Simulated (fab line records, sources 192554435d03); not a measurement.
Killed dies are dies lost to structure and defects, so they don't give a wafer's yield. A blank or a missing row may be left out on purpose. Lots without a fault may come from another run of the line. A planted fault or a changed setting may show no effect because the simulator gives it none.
Chamber matching | flow n5_finfet | N5_BEOL_M5_PECVD_70 on pecvd-04: 3 sister chambers
The step deposits SiO2 from TEOS/O2, target thk 16 nm, time 18 s. 6 wafers are shown with their chamber, then 9 later ones without.

WAFERS WITH THEIR CHAMBER
wafer  | chamber | showerhead_plenum_p_Torr (Torr) | heater_power_w (W)
L090.4 | 2       | 8.76                            | 658
L087.2 | 1       | 8.73                            | 589
L087.4 | 0       | 8.62                            | 703
L092.1 | 0       | 8.62                            | 789
L092.2 | 1       | 8.71                            | 581
L092.3 | 2       | 8.74                            | 683

WAFERS WITHOUT THEIR CHAMBER
wafer  | showerhead_plenum_p_Torr (Torr) | heater_power_w (W)
L093.1 | 8.77                            | 596
L093.2 | 8.60                            | 713
L093.4 | 8.60                            | 700
L096.2 | 8.68                            | 640
L096.3 | 8.80                            | 621
L096.5 | 8.61                            | 809
L095.3 | 8.62                            | 783
L095.4 | 8.75                            | 693
L095.5 | 8.61                            | 767

WHICH CHAMBER EACH WENT THROUGH
wafer  | from the rows above     | in truth
L093.1 | can't be placed: 2 or 1 | 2
L093.2 | 0                       | 0
L093.4 | 0                       | 0
L096.2 | 1                       | 1
L096.3 | 2                       | 2
L096.5 | 0                       | 0
L095.3 | 0                       | 0
L095.4 | 2                       | 2
L095.5 | 0                       | 0
Placed correctly: 8 of 9. Can't be placed from these rows: 1 (the true chamber is among the candidates in 1). Placed wrongly: 0.
How it was worked out, from the rows above alone: a wafer's distance from a chamber is the root of the sum, over the readings, of the square of ((its reading less the chamber's mean) divided by the reading's scatter). The wafer belongs to the nearest chamber; if the next one is less than 2 further off, it can't be placed. A chamber's mean is the mean of its shown wafers. The scatter: the root of (the sum of the squares of (reading less its chamber's mean) over the shown wafers, divided by (wafers less chambers)).
